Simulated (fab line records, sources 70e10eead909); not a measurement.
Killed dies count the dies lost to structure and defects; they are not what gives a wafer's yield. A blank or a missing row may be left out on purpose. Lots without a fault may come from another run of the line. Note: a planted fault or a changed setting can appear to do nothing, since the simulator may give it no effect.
Comparing a struck lot with a sound one || flow nandHarc || 30 out of 1302 route steps
Sound: these wafers, L250.1, L250.2, L250.3. The struck wafers were L254.1, L254.3, L254.4. Last of all comes the cause.
Order at every step that has rows: each side's tool, ch and its chambers, its first start. Under that, the readings that differ: sound wafers || struck wafers || difference of the means || sigmas: that difference in standard deviations of wafers without a fault.
alike: a reading whose means differ by less than 2 such deviations, as well as words and numbers matching on both sides. not compared: withheld readings; readings where some wafer has no value; bounds like >300 that might hide an equal value; numbers whose values overlap and for which the record gives no deviation.
A row with sigmas, a row that says differs or no value, or rows on one side alone: a step with any of these is where the two part. Numbers that don't overlap but have no deviation are shown without sigmas and don't part them. A reading that every wafer of one side lacks parts them only if that side has two wafers or more.

first, 1 step without rows for these wafers: NHARC_P_ZERO_WELL_DEVELOP_51 (time 70 s).
NHARC_P_ZERO_WELL_CD_MEAS_52 targets a cd of 2000 nm.
  sound on cdSem-01 ch 0, day 2 21:40; struck on cdSem-02 ch 0, day 4 13:46
  alike: cdNm
then, 1 step without rows for these wafers: NHARC_P_ZERO_WELL_HARDBAKE_53 (time 80 s).
NHARC_P_ZERO_WELL_DESCUM_54: chemistry O2, time 3 s.
  sound on rieDiel-11 ch 0,1,2, day 2 21:49; struck on rieDiel-02 ch 0,1,2, day 4 13:55
{"reading": "rfHoursCounterH (h)", "sound": "47 45 46", "struck": "11 8 8", "difference": -37, "sigmas": ""}
  alike: drypumpMotorCurrentA, oesProductAu, rfVppV, showerheadPlenumPTorr, throttleValvePct
then, 5 steps without rows for these wafers: NHARC_P_ZERO_WELL_IMPLANT_55; NHARC_P_ZERO_WELL_IMPLANT_61; NHARC_P_ZERO_WELL_STRIP_56 (strips in SPM, time 840 s); NHARC_P_ZERO_WELL_PRECLEAN_68 (cleans in SC1, time 60 s); NHARC_P_ZERO_WELL_SRD_69.
NHARC_P_ZERO_WELL_RTA_42: time 300 s.
  sound on rtpAnneal-01 ch 0, day 2 22:50; struck on rtpAnneal-01 ch 0, day 4 14:54
  alike: lampPowerPct, lamp_zone_2_pct, lamp_zone_6_pct, wafer_temp_C_max
NHARC_P_ZERO_WELL_INSPECT_43:
  sound on defectInspect-02 at day 2 23:30; struck on defectInspect-01 at day 4 15:34
  alike: rawDefectCount
then, 1 step without rows for these wafers: NHARC_P_STI_ETCH_26 (etches SiO2 in dHF, target depth 11 nm).
NHARC_P_STI_PRECLEAN_27: cleans in SC1.
  sound on wetBench-06 ch 0,2,3, day 2 23:37; struck on wetBench-06 ch 1,2,4, day 4 15:41
  alike: diwFlowMLMin
then, 12 steps without rows for these wafers: NHARC_P_STI_SRD_28; NHARC_P_STI_OXIDE_29 (material SiO2, target thk 10 nm, ox time 1362 s); NHARC_P_STI_HM_DEP_30 (deposits Si3N4, target thk 80 nm, time 873 s); NHARC_P_STI_DEHYDRATE_01 (time 120 s); NHARC_P_STI_HMDS_02 (time 30 s); NHARC_P_STI_COAT_41 (time 65 s); NHARC_P_STI_COAT_03 (resist thk 600 nm); NHARC_P_STI_SOFTBAKE_04 (time 70 s); NHARC_P_STI_EBR_05; NHARC_P_STI_EXPOSE_06 (exposes mask P STI, target cd 200 nm); NHARC_P_STI_PEB_07 (peb time 80 s); NHARC_P_STI_DEVELOP_08 (time 50 s).
NHARC_P_STI_CD_MEAS_09 targets a cd of 200 nm.
  sound on cdSem-03 ch 0, day 3 19:08; struck on cdSem-01 ch 0, day 5 07:32
  alike: cdNm
NHARC_P_STI_OVL_MEAS_10:
  sound on overlay-01 at day 3 19:14; struck on overlay-02 at day 5 07:37
  alike: overlayXNm, overlayYNm
NHARC_P_STI_INSPECT_11:
  sound on defectInspect-02 at day 3 19:16; struck on defectInspect-02 at day 5 07:40
{"reading": "rawDefectCount", "sound": "2 5 3", "struck": "708 797 807", "difference": "+767", "sigmas": "+99 or more"}
then, 1 step without rows for these wafers: NHARC_P_STI_HARDBAKE_13 (time 65 s).
-- record jumps: 22 days between struck wafers' starts before vs after; left off in module P_STI, resumes in module END, first step shown is number 1302 of the route --
NHARC_END_SORT_01:
  only the struck wafers appear in the record here, on prober-01 ch 0 at day 27 07:14; the sound ones have no rows

WHERE THEY PART
Earliest at NHARC_P_STI_INSPECT_11; latest, in this record, at NHARC_END_SORT_01.

WHY: what the simulator had put in
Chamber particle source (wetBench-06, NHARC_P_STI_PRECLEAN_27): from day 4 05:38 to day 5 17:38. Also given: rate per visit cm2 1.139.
